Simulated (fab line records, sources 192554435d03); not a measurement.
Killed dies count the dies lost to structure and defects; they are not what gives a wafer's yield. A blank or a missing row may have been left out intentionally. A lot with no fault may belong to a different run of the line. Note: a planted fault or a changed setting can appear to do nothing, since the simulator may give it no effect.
fab line records + flow n5-finfet
record
- lots=7
- wafers=39
route steps=1938 shown ZERO_LAYER@11 FIN_SAQP@130 SD_EPI_P@321 GATE_CUT@467 BEOL_M0_SAQP@648 BEOL_M0@736 BEOL_M2@920 BEOL_M4@1111
start-h: hours from the record's first day to the start of the lot's first wafer shown + wait-h: hours since the lot's step before + " repeats the value in the row above + L1.1+2: one row covering several wafers at once + - no value present, or no start provided + * or withheld: withheld + < > ~ a bound
route shown NAME@n: NAME is a module with steps in the file, n the number in the route of the first one + usual: mean and standard deviation over wafers with no fault + same: alike in all rows + chamber/n: place in a boat + sites: per-site readings + _std_site: the values' standard deviation + _edge_site: outer sites' mean less inner sites' + radius-mm: how far each site lies from the wafer's centre + mask NAME#n: copy n + behind: the tool/chamber that last shaped the wafer + hold: cause of the lot's hold/its duration in hours/its outcome + device: the transistor (n, p or np) that didn't switch + end of line: the same wafers' tests at the end of the route + for a step that has no rows: nothing shown but its recipe + killed: dies lost to structure and defects at the first sort, not the wafer's yield + map: a wafer's dies, marking killed ones x, the rest . and places with no die _
set.NAME: the setting that was run; set.NAME@STEP: the one run at that earlier step + model.NAME: the simulator's own value behind a step, which no gauge read
lots whose settings were changed on purpose; a table a step, a row a wafer
## steps
# step N5_ZERO_LAYER_DEVELOP_10
# recipe
- develop-time-s=60
- rinse-liquid=diw
- dry=air-spin
- dev-temp-c=21
# step N5_FIN_SAQP_ETCH_65
# recipe
- chemistry=CF4
- target=SiO2
- target-depth-a=40
- ion-energy-ev=350
- time-s=4.4
- pressure-mtorr=10
- icp-w=800
- bias-w=400
- cf4-flow-sccm=80
# step N5_SD_EPI_P_EPI_21
# recipe
- material=SiGe:B
- dopant=B
- temp-c=550
- pressure-torr=20
- ambient=H2
- time-s=355
# step N5_GATE_CUT_ETCHBACK_30
# recipe
- chemistry=Cl2/Ar
- target=TiN
- target-depth-a=30
- mode=isotropic
- pressure-mtorr=10
- icp-w=600
- bias-w=60
- Cl2_flow_sccm=40
- Ar_flow_sccm=60
# step N5_BEOL_M0_SAQP_DEVELOP_13
# recipe
- develop-time-s=30
- developer=TMAH
- resist=CAR-ArF
- dev-temp-c=23
- rinse-liquid=diw
- dry=air-spin
# step N5_BEOL_M0_SPUTTER_132
# recipe
- material=Cu
- target-thk-a=40
- temp-c=-20
- chamber-pressure-pa=0.07
- power-w=withheld
- time-s=7.37
# step N5_BEOL_M2_SPUTTER_96
# recipe
- material=Cu
- target-thk-a=45
- temp-c=-20
- chamber-pressure-pa=0.07
- power-w=withheld
- time-s=8.29
# step N5_BEOL_M4_RC_MEAS_101
# usual
- REXT_P=99.7/2.3
- RS_SD_P=65.4/0.96
- VT_P=-250.1/3
- VT_P_LVT=-98.9/2.6
| lot.wafer | tool      | chamber | start-h | wait-h | set.develop-time-s@ZERO_LAYER_DEVELOP_10 | set.time-s@FIN_SAQP_ETCH_65 | set.epi-growth-time-s@SD_EPI_P_EPI_21 | set.target-depth-a@GATE_CUT_ETCHBACK_30 | set.develop-time-s@BEOL_M0_SAQP_DEVELOP_13 | set.target-thk-a@BEOL_M0_SPUTTER_132 | set.time-s@BEOL_M2_SPUTTER_96 | REXT_P[ohm.um] | RS_SD_P[ohm/sq] | VT_P[mV] | VT_P_LVT[mV] |
|-----------|-----------|---------|---------|--------|------------------------------------------|-----------------------------|---------------------------------------|-----------------------------------------|--------------------------------------------|--------------------------------------|-------------------------------|----------------|-----------------|----------|--------------|
| L074.1    | prober-02 | 0       | 167.86  | 0.0    | 82.89                                    | 4.4                         | 355                                   | 13.86                                   | 24.78                                      | 40                                   | 8.29                          | 99.1           | 65.8            | -250.8   | -98.4        |
| L074.2    | "         | 0       | "       | "      | 82.89                                    | 4.4                         | 355                                   | 30                                      | 24.78                                      | 40                                   | 10.06                         | 98.8           | 65.0            | -251.9   | -97.4        |
| L074.3    | "         | 0       | "       | "      | 60                                       | 4.4                         | 355                                   | 30                                      | 30                                         | 40                                   | 10.06                         | 100.4          | 65.7            | -252.8   | -98.9        |
| L074.4    | "         | 0       | "       | "      | 60                                       | 3.165                       | 355                                   | 30                                      | 30                                         | 40                                   | 8.29                          | 100.9          | 65.5            | -250.5   | -98.5        |
| L074.5    | "         | 0       | "       | "      | 60                                       | 3.165                       | 355                                   | 13.86                                   | 24.78                                      | 40                                   | 10.06                         | 101.4          | 66.4            | -249.0   | -96.5        |
| L074.6    | "         | 0       | "       | "      | 82.89                                    | 3.165                       | 355                                   | 13.86                                   | 30                                         | 40                                   | 8.29                          | 100.1          | 66.6            | -250.1   | -98.9        |
| L086.1    | prober-01 | 0       | 236.66  | 0.0    | 60                                       | 5.572                       | 298.9                                 | 15.31                                   | 44.57                                      | 30.41                                | 8.29                          | 105.0          | 71.7            | -249.6   | -97.8        |
| L086.2    | "         | 0       | "       | "      | 28.85                                    | 4.4                         | 355                                   | 15.31                                   | 44.57                                      | 30.41                                | 12.88                         | 100.9          | 65.2            | -249.4   | -99.4        |
| L086.3    | "         | 0       | "       | "      | 60                                       | 5.572                       | 355                                   | 30                                      | 30                                         | 30.41                                | 12.88                         | 99.7           | 65.3            | -244.7   | -97.4        |
| L086.4    | "         | 0       | "       | "      | 28.85                                    | 4.4                         | 298.9                                 | 30                                      | 30                                         | 40                                   | 12.88                         | 104.8          | 72.6            | -248.2   | -99.4        |
| L086.5    | "         | 0       | "       | "      | 28.85                                    | 5.572                       | 298.9                                 | 15.31                                   | 30                                         | 40                                   | 8.29                          | 103.8          | 71.5            | -244.3   | -96.6        |
| L086.6    | "         | 0       | "       | "      | 60                                       | 4.4                         | 355                                   | 30                                      | 44.57                                      | 40                                   | 8.29                          | 98.7           | 64.7            | -242.6   | -94.4        |
| L085.1    | prober-02 | 0       | 236.97  | 0.0    | 60                                       | 4.4                         | 355                                   | 30                                      | 30                                         | 40                                   | 8.29                          | 97.4           | 65.2            | -252.8   | -102.7       |
| L085.2    | "         | 0       | "       | "      | 60                                       | 4.4                         | 355                                   | 30                                      | 30                                         | 40                                   | 8.29                          | 95.7           | 64.3            | -250.0   | -100.3       |
| L085.3    | "         | 0       | "       | "      | 38.79                                    | 3.103                       | 355                                   | 30                                      | 30                                         | 40                                   | 8.29                          | 96.2           | 65.5            | -251.0   | -99.5        |
| L085.4    | "         | 0       | "       | "      | 60                                       | 3.103                       | 355                                   | 30                                      | 30                                         | 40                                   | 8.29                          | 96.9           | 66.0            | -252.6   | -101.1       |
| L085.5    | "         | 0       | "       | "      | 38.79                                    | 4.4                         | 355                                   | 30                                      | 30                                         | 40                                   | 8.29                          | 96.5           | 65.1            | -253.6   | -102.3       |
| L085.6    | "         | 0       | "       | "      | 38.79                                    | 3.103                       | 355                                   | 30                                      | 30                                         | 40                                   | 8.29                          | 95.3           | 65.4            | -250.6   | -99.8        |
| L088.1    | prober-02 | 0       | 244.49  | 0.0    | 73.53                                    | 4.4                         | 355                                   | 40.41                                   | 22.63                                      | 40                                   | 8.29                          | 97.6           | 64.9            | -248.5   | -96.0        |
| L088.2    | "         | 0       | "       | "      | 73.53                                    | 3.515                       | 355                                   | 30                                      | 22.63                                      | 40                                   | 12.43                         | 99.3           | 64.8            | -251.5   | -100.0       |
| L088.3    | "         | 0       | "       | "      | 60                                       | 4.4                         | 355                                   | 40.41                                   | 22.63                                      | 40                                   | 12.43                         | 97.4           | 65.7            | -249.7   | -98.7        |
| L088.4    | "         | 0       | "       | "      | 60                                       | 4.4                         | 355                                   | 30                                      | 30                                         | 40                                   | 12.43                         | 97.7           | 64.5            | -252.3   | -99.8        |
| L088.5    | "         | 0       | "       | "      | 60                                       | 3.515                       | 355                                   | 40.41                                   | 30                                         | 40                                   | 8.29                          | 98.9           | 65.1            | -249.0   | -99.0        |
| L088.6    | "         | 0       | "       | "      | 73.53                                    | 3.515                       | 355                                   | 30                                      | 30                                         | 40                                   | 8.29                          | 99.0           | 64.9            | -255.1   | -100.2       |
| L093.1    | prober-01 | 0       | 280.43  | 0.0    | 72.34                                    | 4.4                         | 355                                   | 30                                      | 30                                         | 40                                   | 8.29                          | 100.6          | 65.4            | -247.9   | -95.9        |
| L093.2    | "         | 0       | "       | "      | 60                                       | 6.73                        | 432.1                                 | 30                                      | 42.37                                      | 40                                   | 8.29                          | 99.9           | 58.2            | -247.8   | -95.6        |
| L093.3    | "         | 0       | "       | "      | 60                                       | 6.73                        | 355                                   | 30                                      | 30                                         | 24.5                                 | 8.29                          | 102.5          | 67.0            | -251.8   | -99.4        |
| L093.4    | "         | 0       | "       | "      | 60                                       | 4.4                         | 355                                   | 30                                      | 42.37                                      | 24.5                                 | 8.29                          | 103.5          | 65.2            | -250.5   | -97.4        |
| L093.5    | "         | 0       | "       | "      | 72.34                                    | 4.4                         | 432.1                                 | 30                                      | 42.37                                      | 40                                   | 8.29                          | 99.3           | 57.3            | -247.5   | -94.6        |
| L093.6    | "         | 0       | "       | "      | 72.34                                    | 6.73                        | 432.1                                 | 30                                      | 30                                         | 24.5                                 | 8.29                          | 99.7           | 56.8            | -249.2   | -95.4        |
| L096.1    | prober-01 | 0       | 297.26  | 0.0    | 60                                       | 4.4                         | 355                                   | 30                                      | 30                                         | 40                                   | 8.29                          | 102.2          | 65.7            | -251.9   | -99.4        |
| L096.2    | "         | 0       | "       | "      | 60                                       | 4.4                         | 355                                   | 30                                      | 30                                         | 40                                   | 8.29                          | 101.5          | 65.4            | -250.6   | -101.7       |
| L096.5    | "         | 0       | "       | "      | 60                                       | 4.4                         | 355                                   | 30                                      | 30                                         | 40                                   | 8.29                          | 100.5          | 64.9            | -252.1   | -100.4       |
| L095.1    | prober-01 | 0       | 303.81  | 0.0    | 60                                       | 4.4                         | 229.5                                 | 30                                      | 30                                         | 40                                   | 6.842                         | 114.5          | 94.5            | -257.1   | -102.5       |
| L095.2    | "         | 0       | "       | "      | 60                                       | 4.4                         | 355                                   | 30                                      | 30                                         | 40                                   | 8.29                          | 99.9           | 66.4            | -247.9   | -95.2        |
| L095.3    | "         | 0       | "       | "      | 60                                       | 4.4                         | 355                                   | 18.23                                   | 30                                         | 32.08                                | 6.842                         | 100.7          | 67.0            | -248.7   | -94.7        |
| L095.4    | "         | 0       | "       | "      | 41.97                                    | 4.4                         | 355                                   | 30                                      | 30                                         | 32.08                                | 6.842                         | 100.7          | 65.8            | -247.1   | -92.3        |
| L095.5    | "         | 0       | "       | "      | 41.97                                    | 4.4                         | 229.5                                 | 18.23                                   | 30                                         | 40                                   | 8.29                          | 114.9          | 94.3            | -255.9   | -103.1       |
| L095.6    | "         | 0       | "       | "      | 41.97                                    | 4.4                         | 229.5                                 | 18.23                                   | 30                                         | 32.08                                | 8.29                          | 116.3          | 94.1            | -260.1   | -105.6       |
## key
split
- step=N5_ZERO_LAYER_DEVELOP_10
- setting=develop-time-s
- stated-as=60
response none clear
split
- step=N5_FIN_SAQP_ETCH_65
- setting=time-s
- stated-as=4.4
response none clear
split
- step=N5_SD_EPI_P_EPI_21
- setting=epi-growth-time-s
- stated-as=355
response
- step=N5_BEOL_M4_RC_MEAS_101
- reading=RS_SD_P
- slope=-0.664
- per=1%
- together-with=all
- explained=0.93
response
- step=N5_BEOL_M4_RC_MEAS_101
- reading=REXT_P
- slope=-0.338
- per=1%
- together-with=all
- explained=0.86
response
- step=N5_BEOL_M4_RC_MEAS_101
- reading=VT_P_LVT
- slope=+0.223
- per=1%
- together-with=all
- explained=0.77
response
- step=N5_BEOL_M4_RC_MEAS_101
- reading=VT_P
- slope=+0.237
- per=1%
- together-with=all
- explained=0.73
split
- step=N5_GATE_CUT_ETCHBACK_30
- setting=target-depth-a
- stated-as=30
response none clear
split
- step=N5_BEOL_M0_SAQP_DEVELOP_13
- setting=develop-time-s
- stated-as=30
response none clear
split
- step=N5_BEOL_M0_SPUTTER_132
- setting=target-thk-a
- stated-as=40
response none clear
split
- step=N5_BEOL_M2_SPUTTER_96
- setting=time-s
- stated-as=8.29
response none clear
